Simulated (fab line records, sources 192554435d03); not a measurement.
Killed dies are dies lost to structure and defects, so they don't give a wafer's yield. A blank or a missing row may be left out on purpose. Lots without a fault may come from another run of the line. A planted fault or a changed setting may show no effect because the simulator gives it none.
Chamber matching | flow n5_finfet | N5_SD_EPI_P_DESCUM_14 on rie_diel-05: 4 sister chambers
The step chemistry O2, time 7.9 s. 4 wafers are shown with their chamber, then 7 later ones without.

WAFERS WITH THEIR CHAMBER
wafer  | chamber | drypump_motor_current_A (A)
L500.2 | 3       | 5.54
L500.3 | 1       | 5.27
L501.1 | 0       | 6.04
L501.2 | 2       | 5.54

WAFERS WITHOUT THEIR CHAMBER
wafer  | drypump_motor_current_A (A)
L501.6 | 6.03
L502.4 | 6.02
L502.5 | 5.28
L502.6 | 6.03
L504.3 | 5.56
L504.4 | 5.99
L504.6 | 5.55

WHICH CHAMBER EACH WENT THROUGH
wafer  | from the rows above     | in truth
L501.6 | 0                       | 0
L502.4 | 0                       | 0
L502.5 | 1                       | 1
L502.6 | 0                       | 0
L504.3 | can't be placed: 2 or 3 | 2
L504.4 | 0                       | 0
L504.6 | can't be placed: 2 or 3 | 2
Placed correctly: 5 of 7. Can't be placed from these rows: 2 (the true chamber is among the candidates in 2). Placed wrongly: 0.
How it was worked out, from the rows above alone: a wafer's distance from a chamber is the root of the sum, over the readings, of the square of ((its reading less the chamber's mean) divided by the reading's scatter). The wafer belongs to the nearest chamber; if the next one is less than 2 further off, it can't be placed. A chamber's mean is the mean of its shown wafers. The scatter: with one shown wafer a chamber, the root of the mean of the squares of how far each hidden wafer lies from its nearest shown one.
